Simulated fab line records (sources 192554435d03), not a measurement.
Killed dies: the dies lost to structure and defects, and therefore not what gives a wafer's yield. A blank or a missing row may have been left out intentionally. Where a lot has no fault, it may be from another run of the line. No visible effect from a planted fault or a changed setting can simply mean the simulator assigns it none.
fab line records	flow n5Finfet
record lots=6	wafers=18	lastDay=18
route steps=1938 shown BEOL_M13@1712 BEOL_M14@1716
lots that met no fault: taken from a fault-free run of the same line
startH: the number of hours between the record's first day and the start of the first shown wafer of the lot	waitH: how many hours have passed since the lot's step before this one	" as in the row above	L1.1+2: one row covering several wafers at once	- either no value or no given start	* or withheld: withheld	< > ~ a bound
route shown NAME@n: a module of which the file shows steps, and the number in the route of the first	usual: average and standard deviation across the fault-free wafers	same: alike in all rows	chamber/n: place in a boat	sites: readings site by site	_std_site: standard deviation across them	_edge_site: inner sites' mean taken away from outer sites' mean	radiusMm: for every site, how far away it sits from the centre of the wafer	mask NAME#n: copy n	behind: the last tool/chamber to shape the wafer	hold: the reason the lot was held/the length of the hold in hours/how it ended	device: whichever transistor did not switch (one of n, p or np)	end of line: at the end of the route, the tests of the same wafers	a step given without rows: its recipe and nothing more	killed: dies lost to structure and defects at the first sort, not the wafer's yield	map: a wafer's dies, x killed, . not, _ none there
set.NAME: the setting the step ran with; set.NAME@STEP: the setting that earlier step ran with	model.NAME: the simulator's own value behind a step, which no gauge read
lots seen at some steps along the route; tables by step, rows by wafer
services: the hour from which a tool's chamber was out of use, counted from the record's first day as startH (under 0 if before that day), plus the number of hours and why
## steps
# step N5_BEOL_M13_PRE_CLEAN_52
# recipe gas=NH3	timeS=15	tempC=withheld	rfPowerW=300
# step N5_BEOL_M13_DEP_53
# recipe material=SiCN	targetThkA=500	tempC=withheld	precursor=3MS/NH3	pressureTorr=3	rfW=675	timeS=17.8
# usual chamberPressureTorr=3.000/0.0061	showerheadPlenumPTorr=4.170/0.021	throttleValvePct=17.7/0.75
lot.wafer	tool	chamber	startH	waitH	chamberPressureTorr	showerheadPlenumPTorr	throttleValvePct
L648.1	pecvd-02	1	249.87	0.0	3.002	4.159	17.0
L648.3	"	0	"	"	3.008	4.155	17.6
L648.4	"	1	"	"	3.001	4.158	17.3
L649.2	pecvd-02	0	258.65	0.0	3.012	4.154	17.7
L649.3	"	2	"	"	2.999	4.160	17.2
L649.5	"	2	"	"	2.999	4.163	17.6
L651.3	pecvd-03	0	283.71	0.0	2.990	4.149	17.4
L651.4	"	0	"	"	2.998	4.153	17.2
L651.6	"	2	"	"	3.005	4.183	18.6
L666.2	pecvd-03	1	368.79	0.0	2.991	4.143	19.3
L666.4	"	1	"	"	2.995	4.134	19.2
L666.5	"	2	"	"	3.000	4.195	18.7
L668.2	pecvd-01	0	380.84	0.0	2.997	4.186	17.9
L668.5	"	0	"	"	3.000	4.195	17.6
L668.6	"	1	"	"	3.004	4.176	17.6
L670.2	pecvd-01	0	395.82	0.0	3.000	4.189	17.7
L670.4	"	0	"	"	2.987	4.188	17.6
L670.6	"	2	"	"	3.002	4.215	16.3
# step N5_BEOL_M13_RS_MEAS_54
# recipe thkMeasGauge=four-point-probe	reads=Cu_of_BEOL_M13_ECD_47+Ta_of_BEOL_M13_SPUTTER_44+TaN_of_BEOL_M13_SPUTTER_43
# usual M13_RS=0.0450/0.00077
lot.wafer	tool	chamber	startH	waitH	M13_RS[ohm/sq]
L648.1	filmMetro-02	-	249.94	0.1	0.0457
L648.3	"	-	"	"	0.0459
L648.4	"	-	"	"	0.0441
L649.2	filmMetro-02	-	258.72	0.1	0.0444
L649.3	"	-	"	"	0.0451
L649.5	"	-	"	"	0.0453
L651.3	filmMetro-02	-	283.78	0.1	0.0437
L651.4	"	-	"	"	0.0451
L651.6	"	-	"	"	0.0434
L666.2	filmMetro-01	-	368.86	0.1	0.0450
L666.4	"	-	"	"	0.0457
L666.5	"	-	"	"	0.0441
L668.2	filmMetro-01	-	380.91	0.1	0.0452
L668.5	"	-	"	"	0.0460
L668.6	"	-	"	"	0.0459
L670.2	filmMetro-02	-	395.89	0.1	0.0445
L670.4	"	-	"	"	0.0449
L670.6	"	-	"	"	0.0447
# step N5_BEOL_M13_INSPECT_55
# recipe inspectInstrument=darkfield	mode=postDep
# usual rawDefectCount=68/22
lot.wafer	tool	chamber	startH	waitH	rawDefectCount
L648.1	defectInspect-02	-	250.18	0.2	87
L648.3	"	-	"	"	104
L648.4	"	-	"	"	91
L649.2	defectInspect-01	-	258.74	0.0	64
L649.3	"	-	"	"	71
L649.5	"	-	"	"	69
L651.3	defectInspect-01	-	283.81	0.0	44
L651.4	"	-	"	"	69
L651.6	"	-	"	"	44
L666.2	defectInspect-02	-	368.89	0.0	80
L666.4	"	-	"	"	80
L666.5	"	-	"	"	68
L668.2	defectInspect-02	-	380.94	0.0	59
L668.5	"	-	"	"	79
L668.6	"	-	"	"	47
L670.2	defectInspect-01	-	395.91	0.0	76
L670.4	"	-	"	"	74
L670.6	"	-	"	"	105
# step N5_BEOL_M14_ILD_DEP_00
# recipe material=SiO2	targetThkA=11193	tempC=400	precursor=TEOS/O2	pressureTorr=6.5	rfW=900	teosFlowSccm=161.4	gas=O2	flowSccm=2650	timeS=237.4
# usual chamberPressureTorr=6.498/0.014	heaterPowerW=552/100	showerheadPlenumPTorr=8.34/0.031	throttleValvePct=18.2/0.84
lot.wafer	tool	chamber	startH	waitH	chamberPressureTorr	heaterPowerW	showerheadPlenumPTorr	throttleValvePct
L648.1	pecvd-03	1	250.22	0.0	6.487	489	8.33	20.0
L648.3	"	2	"	"	6.491	512	8.41	18.9
L648.4	"	1	"	"	6.500	531	8.32	19.8
L649.2	pecvd-03	0	258.78	0.0	6.483	517	8.30	17.8
L649.3	"	2	"	"	6.508	473	8.39	19.1
L649.5	"	0	"	"	6.481	579	8.36	17.8
L651.3	pecvd-02	2	283.84	0.0	6.508	703	8.35	18.1
L651.4	"	1	"	"	6.523	469	8.35	17.9
L651.6	"	0	"	"	6.508	537	8.33	18.4
L666.2	pecvd-04	0	368.92	0.0	6.480	701	8.33	17.7
L666.4	"	1	"	"	6.497	470	8.34	18.2
L666.5	"	2	"	"	6.512	597	8.33	17.2
L668.2	pecvd-02	0	380.97	0.0	6.490	549	8.36	18.3
L668.5	"	1	"	"	6.482	569	8.35	17.3
L668.6	"	0	"	"	6.489	409	8.33	18.5
L670.2	pecvd-03	2	395.95	0.0	6.472	503	8.40	19.3
L670.4	"	0	"	"	6.498	461	8.35	17.6
L670.6	"	0	"	"	6.471	541	8.31	17.7
# step N5_BEOL_M14_THK_MEAS_01
# recipe reads=SiO2_of_BEOL_M14_ILD_DEP_00
# usual M14_ILD_THK=1121/14
lot.wafer	tool	chamber	startH	waitH	M14_ILD_THK[nm]
L648.1	filmMetro-02	-	250.48	0.2	1128
L648.3	"	-	"	"	1134
L648.4	"	-	"	"	1143
L649.2	filmMetro-02	-	258.97	0.1	1097
L649.3	"	-	"	"	1103
L649.5	"	-	"	"	1126
L651.3	filmMetro-02	-	284.03	0.1	1124
L651.4	"	-	"	"	1130
L651.6	"	-	"	"	1123
L666.2	filmMetro-01	-	369.11	0.1	1114
L666.4	"	-	"	"	1135
L666.5	"	-	"	"	1125
L668.2	filmMetro-01	-	381.16	0.1	1114
L668.5	"	-	"	"	1129
L668.6	"	-	"	"	1124
L670.2	filmMetro-02	-	396.22	0.2	1111
L670.4	"	-	"	"	1111
L670.6	"	-	"	"	1127
# step N5_BEOL_M14_COAT_58
# recipe resist=BARC	tempC=205	timeS=60	spinRpm=1500	resistThkNm=89
# step N5_BEOL_M14_COAT_04
# recipe spinRpm=1704	resistThkNm=800
# step N5_BEOL_M14_EBR_06
# recipe solvent=PGMEA	ebrWidthMm=1.5
# step N5_BEOL_M14_SOFTBAKE_05
# recipe tempC=130	timeS=60
# step N5_BEOL_M14_EXPOSE_07
# recipe maskId=V13	na=0.8	sourceShape=annular	sigmaInner=0.5	sigmaOuter=0.8	polarization=unpolarized	attpsmPhaseDeg=180	doseMj=57
# step N5_BEOL_M14_PEB_08
# recipe pebTempC=130	pebTimeS=90
# step N5_BEOL_M14_DEVELOP_09
# recipe developTimeS=45	rinseLiquid=diw	dry=airSpin	devTempC=21
# usual chillPlateTempC=22.99/0.1	developTimeS=45/0
lot.wafer	tool	chamber	startH	waitH	chillPlateTempC	developTimeS	model.coat_of_BEOL_M14_COAT_04.thkNm
L648.1	lithoTrack-05	0	250.68	-	22.95	45	785
L648.3	"	0	"	"	22.94	45	786
L648.4	"	0	"	"	23.05	45	783.8
L649.2	lithoTrack-05	0	259.19	-	23.03	45	791.6
L649.3	"	0	"	"	22.97	45	791.6
L649.5	"	0	"	"	22.89	45	790.8
L651.3	lithoTrack-02	0	284.23	-	23.06	45	787.2
L651.4	"	0	"	"	22.99	45	785.6
L651.6	"	0	"	"	23.21	45	787
L666.2	lithoTrack-05	-	369.43	-	-	-	803.4
L666.4	"	-	"	"	-	-	805.6
L666.5	"	-	"	"	-	-	802.8
L668.2	lithoTrack-02	-	381.36	-	-	-	801.6
L668.5	"	-	"	"	-	-	801.4
L668.6	"	-	"	"	-	-	802.4
L670.2	lithoTrack-03	0	396.41	-	23.06	45	785.6
L670.4	"	0	"	"	23.14	45	784
L670.6	"	0	"	"	23.04	45	783.8
# step N5_BEOL_M14_HARDBAKE_14
# recipe tempC=130	timeS=120
## services
tool	chamber	startH	hours	kind
pecvd-03	0	227.38	25.5	repair
pecvd-01	0	239.72	2.1	scheduledDown
pecvd-01	-	262.81	2.8	pm
pecvd-02	-	265.94	6.0	pm
lithoTrack-02	-	285.67	-	consumableReplace:filter
pecvd-02	-	289.68	2.4	repair
pecvd-03	0	292.95	5.5	scheduledDown
pecvd-04	1	297.75	48.4	repair
pecvd-04	0	304.09	2.1	scheduledDown
pecvd-03	1	321.47	16.8	repair
pecvd-04	2	333.04	2.6	repair
pecvd-03	1	338.32	5.5	scheduledDown
pecvd-01	2	343.07	5.0	scheduledDown
pecvd-01	0	348.07	5.5	scheduledDown
pecvd-01	1	367.52	2.1	scheduledDown
pecvd-03	1	383.62	-	clean
pecvd-03	1	383.62	-	consumableReplace:showerhead
pecvd-03	1	383.62	29.0	scheduledDown
pecvd-03	1	383.62	29.0	ventCycle
## key
firstSign step=N5_BEOL_M14_DEVELOP_09	reading=toolRecord	direction=missing
effect none on later readings
modelEffect step=N5_BEOL_M14_DEVELOP_09	value=coat_of_BEOL_M14_COAT_04.thkNm	without=788.7	struck=802.9
metAt N5_BEOL_M14_DEVELOP_09
struckWafers L666.2,L666.4,L666.5,L668.2,L668.5,L668.6
laterRowsLeftOut L666.2,L666.4,L666.5,L668.2,L668.5,L668.6
sortLeftOut L666.2,L666.4,L666.5,L668.2,L668.5,L668.6
onsetBetween 284.23 369.43
fault kind=skippedStepWhole	tool=lithoTrack-02,lithoTrack-05	chamber=-	onsetH=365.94	steps=N5_BEOL_M14_DEVELOP_09	scope=struckLotsOnly
# sortLeftOut: the simulated sort isn't trusted on such a fault, so these wafers' sort isn't shown, and their yield isn't known
# laterRowsLeftOut: the simulator's readings of these wafers behind a module that went badly wrong aren't trusted and aren't shown, but for the sort
